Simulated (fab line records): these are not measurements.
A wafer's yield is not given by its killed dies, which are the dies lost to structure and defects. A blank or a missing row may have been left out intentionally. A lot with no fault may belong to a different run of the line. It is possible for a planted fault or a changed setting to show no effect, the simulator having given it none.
A struck lot beside a sound one    flow nand-harc    35 steps out of a route of 1302
Sound: wafers L793.1, L793.4, L793.5. Struck: wafers L807.2, L807.3, L807.6. Last of all comes the cause.
Per side, at each step with rows, come the tool, then ch with its chambers, and then its first start. Under that, the readings that differ: sound wafers    struck wafers    difference of the means    sigmas: that difference in standard deviations of wafers without a fault.
alike: same words and numbers on both sides, and readings whose means sit less than 2 such deviations apart. not compared: any withheld reading, any reading some wafer has no value for, any bound like >300 that may hide the same value, and any number with overlapping values for which the record gives no deviation.
Wherever a step has rows on one side only, a row that says differs or no value, or a row with sigmas, the two part there. Numbers that don't overlap but have no deviation are shown without sigmas and don't part them. A reading missing from all wafers of one side parts the sides only when that side holds two or more wafers.

first, 2 steps without rows for these wafers: NHARC_A_CHANNEL_HOLE_D1_STRIP_42 (strips in CF4/CHF3); NHARC_A_CHANNEL_HOLE_D1_STRIP_43 (strips in O2/COS).
NHARC_A_CHANNEL_HOLE_D1_ETCH_44: etches the open film in CF4/O2, target depth 140 nm, overetch 14 nm, time 77 s.
  sound on rie-diel-12 ch 1,3, day 8 17:44; struck on rie-diel-12 ch 2,3, day 14 20:54
  alike: drypump-motor-current-A, oes-product-au, rf-vpp-V, showerhead-plenum-p-Torr, throttle-valve-pct
  not compared: rf-hours-counter-h
then, 3 steps without rows for these wafers: NHARC_A_CHANNEL_HOLE_D1_STRIP_27 (strips in O2); NHARC_A_CHANNEL_HOLE_D1_PRECLEAN_28 (cleans in SC1); NHARC_A_CHANNEL_HOLE_D1_SRD_29.
NHARC_A_CHANNEL_HOLE_D1_CD_MEAS_30:
  struck on cd-sem-03, day 14 21:43; sound on cd-sem-02, day 8 18:31
  alike: cd-nm
after that, 1 step had no rows for these wafers: NHARC_A_CHANNEL_HOLE_D1_XSEM_31.
NHARC_A_CHANNEL_HOLE_D1_INSPECT_40:
  struck on defect-inspect-02, day 14 21:54; sound on defect-inspect-01, day 8 18:42
  alike: raw-defect-count
then, 2 steps without rows for these wafers: NHARC_A_CHANNEL_FILL_D1_PRECLEAN_00 (cleans in SC1); NHARC_A_CHANNEL_FILL_D1_SRD_01.
NHARC_A_CHANNEL_FILL_D1_ALD_02: deposits SiO2, target thk 6 nm, pulse time 10 s, ald cycles 60.
  sound on ald-hk-04 ch 0,3, day 8 18:58; struck on ald-hk-03 ch 0,2,3, day 14 22:10
  alike: heater-power-w, precursor-pulse-height-rel
NHARC_A_CHANNEL_FILL_D1_ALD_03: deposits SiNx, target thk 6 nm, pulse time 60 s, ald cycles 58.
  sound on ald-sin-batch-01 ch 0, day 8 22:20; struck on ald-sin-batch-01 ch 0, day 15 01:32
  alike: precursor-pulse-height-rel
then, 2 steps without rows for these wafers: NHARC_A_CHANNEL_FILL_D1_ALD_14 (deposits SiO2, target thk 2.5 nm, pulse time 10 s, ald cycles 25); NHARC_A_CHANNEL_FILL_D1_ALD_15 (deposits SiNx, target thk 2 nm, pulse time 60 s, ald cycles 19).
NHARC_A_CHANNEL_FILL_D1_ALD_16: deposits SiO2, target thk 1.5 nm, pulse time 10 s, ald cycles 15.
  sound on ald-hk-03 ch 0,1,3, day 9 07:07; struck on ald-hk-03 ch 0,1,2, day 15 10:19
  alike: heater-power-w, precursor-pulse-height-rel
then, 2 steps without rows for these wafers: NHARC_A_CHANNEL_FILL_D1_ANNEAL_17 (time 1800 s); NHARC_A_CHANNEL_FILL_D1_CVD_18 (deposits poly-Si, target thk 3 nm).
NHARC_A_CHANNEL_FILL_D1_ETCHBACK_19: etches the open film in HBr/Cl2, target depth 5 nm, time 1.7 s.
  sound on rie-si-02 ch 1,3, day 9 20:58; struck on rie-si-06 ch 0,1,3, day 15 22:07
  alike: drypump-motor-current-A, he-backside-leak-sccm, oes-product-au, throttle-valve-pct
  not compared: rf-hours-counter-h
then, 14 steps without rows for these wafers: NHARC_A_CHANNEL_FILL_D1_ETCHBACK_20 (etches the open film in C4F8/O2/Ar, target depth 27 nm, time 13.5 s); NHARC_A_CHANNEL_FILL_D1_STRIP_28 (strips in O2, time 20 s); NHARC_A_CHANNEL_FILL_D1_PRECLEAN_21 (cleans in dHF, time 30 s); NHARC_A_CHANNEL_FILL_D1_SRD_23; NHARC_A_CHANNEL_FILL_D1_CVD_05 (deposits poly-Si, target thk 5 nm); NHARC_A_CHANNEL_FILL_D1_ANNEAL_22 (time 7200 s); NHARC_A_CHANNEL_FILL_D1_ALD_25 (deposits SiOx, target thk 60 nm, pulse time 10 s, ald cycles 600); NHARC_A_CHANNEL_FILL_D1_ETCHBACK_08 (etches the open film in C4F8, target depth 220 nm, time 110 s); NHARC_A_CHANNEL_FILL_D1_STRIP_29 (strips in O2, time 20 s); NHARC_A_CHANNEL_FILL_D1_PRECLEAN_30 (cleans in dHF, time 30 s); NHARC_A_CHANNEL_FILL_D1_SRD_31; NHARC_A_CHANNEL_FILL_D1_CVD_09 (deposits poly-Si, target thk 150 nm, time 3000 s); NHARC_A_CHANNEL_FILL_D1_CMP_10 (polishes, target thk 150 nm); NHARC_A_CHANNEL_FILL_D1_SRD_12.
NHARC_A_DECK1_JOINT_ETCHBACK_07: etches the open film in HBr, target depth 105 nm, time 26.9 s.
  sound on rie-si-04 ch 1,2,3, day 10 20:38; struck on rie-si-03 ch 0,1, day 17 03:19
reading  sound  struck                                                                      difference                    sigmas
hold     - - -  await-dispo/5.2h/release await-dispo/5.2h/release await-dispo/5.2h/release  no value on the sound wafers  
  alike: drypump-motor-current-A, he-backside-leak-sccm, oes-product-au, throttle-valve-pct
  not compared: rf-hours-counter-h
-- the record jumps here: 15 days lie between the struck wafers' starts before and after (it left off in module A_DECK1_JOINT and takes up again in module END, whose first step shown is number 1302 of the route) --
NHARC_END_SORT_01:
  sound on prober-02 ch 0, day 24 13:53; struck on prober-02 ch 0, day 31 22:45
reading          sound     struck       difference  sigmas
killed-at-array  34 39 33  134 135 144  +102        +6
killed-dies      37 44 37  137 141 147  +102        +6
  alike: killed-at-other, killed-at-periphery, killed-open, killed-short

WHERE THEY PART
Last at NHARC_END_SORT_01 as far as this record goes, first at NHARC_A_DECK1_JOINT_ETCHBACK_07.

WHY: whatever the simulator had introduced
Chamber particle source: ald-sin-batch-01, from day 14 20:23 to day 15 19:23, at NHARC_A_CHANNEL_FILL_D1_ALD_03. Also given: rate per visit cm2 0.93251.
